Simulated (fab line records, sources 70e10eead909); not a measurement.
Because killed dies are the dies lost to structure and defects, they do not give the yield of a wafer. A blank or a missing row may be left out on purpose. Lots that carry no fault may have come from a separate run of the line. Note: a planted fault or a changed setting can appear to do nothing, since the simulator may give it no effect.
Chamber matching ; flow nand harc ; NHARC_P_M0_DEP_32 on pecvd-02: 3 sister chambers
The step deposits SiCN, target thk 30 nm. 24 wafers are shown with their chamber, then 12 later ones without.

== EACH WAFER AND ITS CHAMBER ==
wafer;chamber;heater power outer w (W);heater power w (W)
L074.1;2;354;600
L074.4;0;368;569
L074.5;1;366;597
L077.2;2;361;608
L077.4;1;401;619
L077.5;0;415;639
L078.1;0;329;538
L078.3;2;392;675
L078.4;0;323;530
L083.1;0;452;696
L083.2;2;340;613
L083.3;1;379;597
L084.1;1;373;590
L084.2;2;382;650
L084.6;1;373;596
L086.1;2;338;604
L086.4;2;350;592
L086.6;1;359;577
L089.3;0;404;663
L089.5;2;369;644
L089.6;0;420;657
L091.1;2;349;605
L091.3;0;427;714
L091.4;2;349;614

SIGNATURES (averages over the wafers above)
reading;chamber 0;chamber 1;chamber 2;scatter within a chamber
heater power outer w;392.25;375.17;358.40;30.4
heater power w;625.75;596.00;620.50;45.1
Rule: distance of a wafer from a chamber = root of the sum over the readings of ((wafer's reading minus chamber's mean) / reading's scatter) squared. If the next closest chamber is less than 2 further off than the closest, the wafer can't be placed; otherwise it belongs to the closest. The scatter: the root of (the sum of the squares of (reading less its chamber's mean) over the shown wafers, divided by (wafers less chambers)).

== WAFERS WITH NO CHAMBER GIVEN ==
wafer;heater power outer w (W);heater power w (W)
L092.1;322;509
L092.3;432;690
L092.6;398;678
L095.1;425;656
L095.2;389;585
L095.3;384;649
L096.2;353;542
L096.3;354;553
L096.4;341;543
L096.1;387;670
L096.5;387;652
L096.6;344;569

== CHAMBER TAKEN BY EACH ==
wafer;from the rows above;in truth
L092.1;can't be placed: 1 or 2 or 0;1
L092.3;can't be placed: 0 or 1 or 2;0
L092.6;can't be placed: 0 or 2 or 1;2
L095.1;can't be placed: 0 or 1 or 2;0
L095.2;can't be placed: 1 or 0 or 2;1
L095.3;can't be placed: 0 or 2 or 1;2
L096.2;can't be placed: 1 or 2 or 0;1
L096.3;can't be placed: 1 or 2 or 0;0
L096.4;can't be placed: 1 or 2 or 0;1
L096.1;can't be placed: 0 or 2 or 1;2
L096.5;can't be placed: 0 or 2 or 1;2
L096.6;can't be placed: 1 or 2 or 0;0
Placed correctly: 0 of 12. Unplaceable from these rows: 12, with the true chamber sitting among the candidates in 12. Placed wrongly: 0.
